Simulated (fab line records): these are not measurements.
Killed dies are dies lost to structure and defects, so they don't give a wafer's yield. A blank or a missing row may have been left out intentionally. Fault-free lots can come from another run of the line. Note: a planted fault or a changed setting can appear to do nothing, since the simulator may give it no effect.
Chamber matching	flow n5 finfet	4 sister chambers for N5_SD_EPI_N_ETCH_45 on rie diel-05
The step etches SiOCN in CH3F/O2, target depth 6 nm. 18 wafers are shown with their chamber, then 9 later ones without.

## WAFERS PAIRED WITH THEIR CHAMBERS
wafer	chamber	showerhead plenum p Torr (Torr)	drypump motor current A (A)	throttle valve pct (%)
L077.2	3	1.94	6.0	23.45
L077.5	2	2.07	6.1	23.55
L077.6	1	2.01	6.6	23.14
L079.1	3	1.94	6.0	23.48
L079.3	0	2.12	5.7	23.42
L079.5	1	2.01	6.6	23.13
L083.3	0	2.12	5.7	23.43
L083.4	1	2.01	6.6	23.16
L083.5	2	2.06	6.0	23.57
L084.2	2	2.06	6.0	23.54
L084.4	0	2.12	5.7	23.44
L084.5	1	2.01	6.7	23.17
L086.2	1	2.00	6.6	23.18
L086.3	0	2.11	5.7	23.45
L086.4	3	1.94	6.0	23.48
L092.1	0	2.11	5.7	23.46
L092.2	1	2.00	6.6	23.18
L092.6	0	2.11	5.7	23.43

SIGNATURES (averages over the wafers above)
reading	chamber 0	chamber 1	chamber 2	chamber 3	scatter within a chamber
showerhead plenum p Torr	2.1150	2.0067	2.0633	1.9400	0.005
drypump motor current A	5.700	6.617	6.033	6.000	0.0327
throttle valve pct	23.4383	23.1600	23.5533	23.4700	0.0176
Rule: for each reading, subtract the chamber's mean from the wafer's reading, divide by that reading's scatter and square the result; add these up over the readings and take the root, which gives the wafer's distance from the chamber. If the next closest chamber is less than 2 further off than the closest, the wafer can't be placed; otherwise it belongs to the closest. How the scatter is found: for the shown wafers, subtract from each reading the mean of its chamber, square and add these, divide the total by (wafers less chambers), then take the root.

## WAFERS MISSING THEIR CHAMBER
wafer	showerhead plenum p Torr (Torr)	drypump motor current A (A)	throttle valve pct (%)
L094.1	2.11	5.7	23.46
L094.2	2.06	6.0	23.56
L094.3	1.93	6.0	23.49
L095.4	2.06	6.0	23.58
L095.5	2.11	5.7	23.46
L095.6	1.93	5.9	23.51
L097.1	1.93	5.9	23.53
L097.2	2.11	5.7	23.46
L097.5	2.00	6.6	23.19

## THE CHAMBER EACH PASSED THROUGH
wafer	from the rows above	in truth
L094.1	0	0
L094.2	2	2
L094.3	3	3
L095.4	2	2
L095.5	0	0
L095.6	3	3
L097.1	3	3
L097.2	0	0
L097.5	1	1
Correctly placed: 9 of 9. Left unplaced by these rows: 0. Placed wrongly: 0.
